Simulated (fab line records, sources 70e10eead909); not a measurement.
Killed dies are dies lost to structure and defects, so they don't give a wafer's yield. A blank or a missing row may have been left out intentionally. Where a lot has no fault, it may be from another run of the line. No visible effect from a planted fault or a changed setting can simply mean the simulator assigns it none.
Matching of chambers || flow nandHarc || NHARC_P_CONTACT_ALD_22 on aldMetal-02: 4 sister chambers
The step deposits TiN, target thk 3 nm, pulse time 1 s, ald cycles 150. 8 wafers are shown with their chamber, then 8 later ones without.

== WAFERS PAIRED WITH THEIR CHAMBERS ==
{"wafer": "L078.2", "chamber": 2, "heaterPowerW (W)": 1177, "susceptorTempC (C)": 449.68}
{"wafer": "L080.5", "chamber": 1, "heaterPowerW (W)": 964, "susceptorTempC (C)": 449.75}
{"wafer": "L084.1", "chamber": 1, "heaterPowerW (W)": 957, "susceptorTempC (C)": 450.10}
{"wafer": "L084.4", "chamber": 3, "heaterPowerW (W)": 1187, "susceptorTempC (C)": 449.82}
{"wafer": "L084.6", "chamber": 3, "heaterPowerW (W)": 1190, "susceptorTempC (C)": 449.96}
{"wafer": "L089.3", "chamber": 2, "heaterPowerW (W)": 1093, "susceptorTempC (C)": 449.92}
{"wafer": "L089.6", "chamber": 0, "heaterPowerW (W)": 1072, "susceptorTempC (C)": 450.12}
{"wafer": "L093.1", "chamber": 0, "heaterPowerW (W)": 1038, "susceptorTempC (C)": 450.25}

== WAFERS WHOSE CHAMBER IS MISSING ==
{"wafer": "L093.2", "heaterPowerW (W)": 919, "susceptorTempC (C)": 450.09}
{"wafer": "L093.4", "heaterPowerW (W)": 1075, "susceptorTempC (C)": 450.00}
{"wafer": "L095.1", "heaterPowerW (W)": 900, "susceptorTempC (C)": 449.74}
{"wafer": "L095.5", "heaterPowerW (W)": 1196, "susceptorTempC (C)": 450.35}
{"wafer": "L095.6", "heaterPowerW (W)": 1082, "susceptorTempC (C)": 450.37}
{"wafer": "L096.3", "heaterPowerW (W)": 1143, "susceptorTempC (C)": 450.06}
{"wafer": "L096.4", "heaterPowerW (W)": 1056, "susceptorTempC (C)": 450.08}
{"wafer": "L096.6", "heaterPowerW (W)": 1064, "susceptorTempC (C)": 449.79}

== WHICH CHAMBER EACH WENT THROUGH ==
{"wafer": "L093.2", "from the rows above": 1, "in truth": 1}
{"wafer": "L093.4", "from the rows above": "can't be placed: 0 or 2", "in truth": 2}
{"wafer": "L095.1", "from the rows above": 1, "in truth": 1}
{"wafer": "L095.5", "from the rows above": "can't be placed: 3 or 2 or 0", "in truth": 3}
{"wafer": "L095.6", "from the rows above": 0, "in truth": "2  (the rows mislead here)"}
{"wafer": "L096.3", "from the rows above": "can't be placed: 2 or 3 or 0", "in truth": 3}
{"wafer": "L096.4", "from the rows above": 0, "in truth": 0}
{"wafer": "L096.6", "from the rows above": "can't be placed: 2 or 0 or 1 or 3", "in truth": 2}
Placed correctly: 3 of 8. Can't be placed from these rows: 4 (the true chamber is among the candidates in 4). 1 placed wrongly.
How it was worked out, from the rows above alone: a wafer's distance from a chamber is the root of the sum, over the readings, of the square of ((its reading less the chamber's mean) divided by the reading's scatter). If the next closest chamber is less than 2 further off than the closest, the wafer can't be placed; otherwise it belongs to the closest. The mean given for a chamber averages the wafers shown for that chamber. The scatter: the root of (the sum of the squares of (reading less its chamber's mean) over the shown wafers, divided by (wafers less chambers)).
